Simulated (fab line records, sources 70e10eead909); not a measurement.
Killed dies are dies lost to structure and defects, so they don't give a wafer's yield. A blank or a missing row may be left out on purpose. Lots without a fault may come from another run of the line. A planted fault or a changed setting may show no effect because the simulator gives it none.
Chamber matching | flow nand_harc | NHARC_P_M2_DESCUM_14 on rie_diel-08: 3 sister chambers
The step chemistry O2, time 3 s. 14 wafers are shown with their chamber, then 4 later ones without.

WAFERS WITH THEIR CHAMBER
wafer  | chamber | showerhead_plenum_p_Torr (Torr) | drypump_motor_current_A (A) | oes_product_au (a.u.)
L493.1 | 1       | 1.89                            | 5.9                         | 0.995
L493.4 | 2       | 2.01                            | 6.3                         | 0.997
L493.5 | 0       | 1.86                            | 5.1                         | 0.984
L499.1 | 0       | 1.85                            | 5.1                         | 0.999
L499.3 | 1       | 1.89                            | 5.9                         | 0.987
L500.2 | 1       | 1.89                            | 5.9                         | 0.999
L500.4 | 2       | 2.01                            | 6.4                         | 1.007
L500.6 | 1       | 1.89                            | 5.9                         | 0.993
L507.1 | 2       | 2.01                            | 6.3                         | 1.007
L507.2 | 1       | 1.89                            | 6.0                         | 0.993
L507.6 | 1       | 1.89                            | 5.9                         | 0.990
L508.2 | 1       | 1.88                            | 5.9                         | 0.980
L508.3 | 0       | 1.85                            | 5.1                         | 0.998
L508.6 | 2       | 2.01                            | 6.4                         | 0.994

SIGNATURES (means of the wafers above)
reading                  | chamber 0 | chamber 1 | chamber 2 | scatter within a chamber
showerhead_plenum_p_Torr | 1.8533    | 1.8886    | 2.0100    | 0.00372
drypump_motor_current_A  | 5.100     | 5.914     | 6.350     | 0.0411
oes_product_au           | 0.99367   | 0.99100   | 1.00125   | 0.00676
Rule: a wafer's distance from a chamber is the root of the sum, over the readings, of the square of ((its reading less the chamber's mean) divided by the reading's scatter). The wafer belongs to the nearest chamber; if the next one is less than 2 further off, it can't be placed. The scatter: the root of (the sum of the squares of (reading less its chamber's mean) over the shown wafers, divided by (wafers less chambers)).

WAFERS WITHOUT THEIR CHAMBER
wafer  | showerhead_plenum_p_Torr (Torr) | drypump_motor_current_A (A) | oes_product_au (a.u.)
L511.4 | 2.01                            | 6.4                         | 0.991
L511.5 | 1.88                            | 5.9                         | 0.988
L512.3 | 1.88                            | 5.9                         | 0.983
L512.4 | 1.85                            | 5.1                         | 0.992

WHICH CHAMBER EACH WENT THROUGH
wafer  | from the rows above | in truth
L511.4 | 2                   | 2
L511.5 | 1                   | 1
L512.3 | 1                   | 1
L512.4 | 0                   | 0
Placed correctly: 4 of 4. Can't be placed from these rows: 0. Placed wrongly: 0.
